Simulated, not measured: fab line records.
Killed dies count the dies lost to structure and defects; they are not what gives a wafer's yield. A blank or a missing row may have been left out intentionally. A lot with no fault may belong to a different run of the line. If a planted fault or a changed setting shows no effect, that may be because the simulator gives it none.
Split-lot trial :: flow n5_finfet :: 21 wafers read from 7 lots, route of 1938 steps

== SPLIT DETAILS ==
At N5_SD_ACTIVATION_LSA_01 (time 0.0008 s), the setting temp_c was moved away from the recipe's 1080 C on 7 of the 21 wafers read, by -2.4% to +1.8%. For the rest of the wafers, this setting stayed at what the recipe calls for.

The file shows no step between the split and the reading.

== THE READING ==
RS_SD_N in ohm/sq, measured at N5_SD_ACTIVATION_RS_MEAS_03 by four-point-probe. Typical for fault-free wafers on this fab line: 22.0 ohm/sq, with standard deviation 0.31 ohm/sq.

wafer: L079.1
tool, chamber at the split: laser_anneal-02, 0
temp_c as run, C: 1080
against the recipe: recipe
RS_SD_N, ohm/sq: 22.0
against lot-mates on the recipe: -

wafer: L079.2
tool, chamber at the split: laser_anneal-02, 0
temp_c as run, C: 1054
against the recipe: -2.4%
RS_SD_N, ohm/sq: 25.4
against lot-mates on the recipe: +3.4

wafer: L079.5
tool, chamber at the split: laser_anneal-02, 0
temp_c as run, C: 1054
against the recipe: -2.4%
RS_SD_N, ohm/sq: 25.9
against lot-mates on the recipe: +3.9

wafer: L081.1
tool, chamber at the split: laser_anneal-02, 0
temp_c as run, C: 1080
against the recipe: recipe
RS_SD_N, ohm/sq: 21.8
against lot-mates on the recipe: -

wafer: L081.4
tool, chamber at the split: laser_anneal-02, 0
temp_c as run, C: 1080
against the recipe: recipe
RS_SD_N, ohm/sq: 21.8
against lot-mates on the recipe: -

wafer: L081.5
tool, chamber at the split: laser_anneal-02, 0
temp_c as run, C: 1080
against the recipe: recipe
RS_SD_N, ohm/sq: 21.7
against lot-mates on the recipe: -

wafer: L082.2
tool, chamber at the split: laser_anneal-01, 0
temp_c as run, C: 1080
against the recipe: recipe
RS_SD_N, ohm/sq: 22.2
against lot-mates on the recipe: -

wafer: L082.4
tool, chamber at the split: laser_anneal-01, 0
temp_c as run, C: 1080
against the recipe: recipe
RS_SD_N, ohm/sq: 22.2
against lot-mates on the recipe: -

wafer: L082.5
tool, chamber at the split: laser_anneal-01, 0
temp_c as run, C: 1080
against the recipe: recipe
RS_SD_N, ohm/sq: 22.2
against lot-mates on the recipe: -

wafer: L086.1
tool, chamber at the split: laser_anneal-01, 0
temp_c as run, C: 1099
against the recipe: +1.8%
RS_SD_N, ohm/sq: 19.9
against lot-mates on the recipe: -1.7

wafer: L086.5
tool, chamber at the split: laser_anneal-01, 0
temp_c as run, C: 1080
against the recipe: recipe
RS_SD_N, ohm/sq: 21.6
against lot-mates on the recipe: -

wafer: L086.6
tool, chamber at the split: laser_anneal-01, 0
temp_c as run, C: 1099
against the recipe: +1.8%
RS_SD_N, ohm/sq: 19.9
against lot-mates on the recipe: -1.7

wafer: L087.1
tool, chamber at the split: laser_anneal-02, 0
temp_c as run, C: 1080
against the recipe: recipe
RS_SD_N, ohm/sq: 22.0
against lot-mates on the recipe: -

wafer: L087.2
tool, chamber at the split: laser_anneal-02, 0
temp_c as run, C: 1057
against the recipe: -2.1%
RS_SD_N, ohm/sq: 24.3
against lot-mates on the recipe: +2.4

wafer: L087.5
tool, chamber at the split: laser_anneal-02, 0
temp_c as run, C: 1080
against the recipe: recipe
RS_SD_N, ohm/sq: 21.7
against lot-mates on the recipe: -

wafer: L090.1
tool, chamber at the split: laser_anneal-02, 0
temp_c as run, C: 1098
against the recipe: +1.7%
RS_SD_N, ohm/sq: 20.0
against lot-mates on the recipe: -1.8

wafer: L090.5
tool, chamber at the split: laser_anneal-02, 0
temp_c as run, C: 1080
against the recipe: recipe
RS_SD_N, ohm/sq: 21.9
against lot-mates on the recipe: -

wafer: L090.6
tool, chamber at the split: laser_anneal-02, 0
temp_c as run, C: 1080
against the recipe: recipe
RS_SD_N, ohm/sq: 21.6
against lot-mates on the recipe: -

wafer: L096.2
tool, chamber at the split: laser_anneal-02, 0
temp_c as run, C: 1080
against the recipe: recipe
RS_SD_N, ohm/sq: 21.9
against lot-mates on the recipe: -

wafer: L096.5
tool, chamber at the split: laser_anneal-02, 0
temp_c as run, C: 1080
against the recipe: recipe
RS_SD_N, ohm/sq: 22.2
against lot-mates on the recipe: -

wafer: L096.6
tool, chamber at the split: laser_anneal-02, 0
temp_c as run, C: 1091
against the recipe: +1.0%
RS_SD_N, ohm/sq: 20.7
against lot-mates on the recipe: -1.3

FIT RESULTS
A straight line over all 21 wafers: RS_SD_N changes by -1.32 ohm/sq for each +1% of temp_c; r = -0.98; the points scatter about the line by 0.3 ohm/sq.
The same after taking each lot's own level away (the mean of its wafers on the recipe; 21 wafers): -1.26 ohm/sq for each +1%; r = -0.98; scatter 0.28 ohm/sq.
On that fit, the largest move of temp_c shifts the reading by 3 ohm/sq.
Measured against the standard deviation above, the lots' own levels, which go from 21.60 to 22.20 ohm/sq, span 1.9 times it.
So the lot-to-lot level changes the slope little: the two slopes agree.
Check: with one of the wafers moved furthest among these (-2.4%) left out of the fit, the line predicts +3.06 ohm/sq for it against its lot-mates. Against them it came out at +3.4 ohm/sq.
Tool readings at the split's step, against how far the setting was moved: wafer_temp_C_max r = +0.99.

== THESE WAFERS: OTHER SPLITS ==
These wafers also went through other splits before the reading. Each is held against what the fit with the lots' levels taken away leaves over:
other split on the same wafers: N5_SD_EPI_N_COAT_33 spin_rpm
wafers away from the commonest value: 8
r with RS_SD_N (lot level and that fit taken away): -0.04

other split on the same wafers: N5_SD_EPI_N_EXPOSE_06 dose_mj
wafers away from the commonest value: 7
r with RS_SD_N (lot level and that fit taken away): +0.12

other split on the same wafers: N5_SD_EPI_P_EPI_21 time_s
wafers away from the commonest value: 9
r with RS_SD_N (lot level and that fit taken away): -0.24

== THE WHOLE CHAIN: every reading that the file lists as answering this split, in the file's order ==
step: N5_SD_ACTIVATION_LSA_01
what it does: time 0.0008 s
reading: wafer_temp_C_max
change (the file's fit): withheld for each +1% of the setting
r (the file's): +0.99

step: N5_SD_ACTIVATION_RS_MEAS_03
what it does: measures by four-point-probe
reading: RS_SD_N
change (the file's fit): -1.24 for each +1% of the setting
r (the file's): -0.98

== THE FILE'S OWN FIT ==
RS_SD_N changes by -1.24 ohm/sq for each +1% of temp_c, r = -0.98.
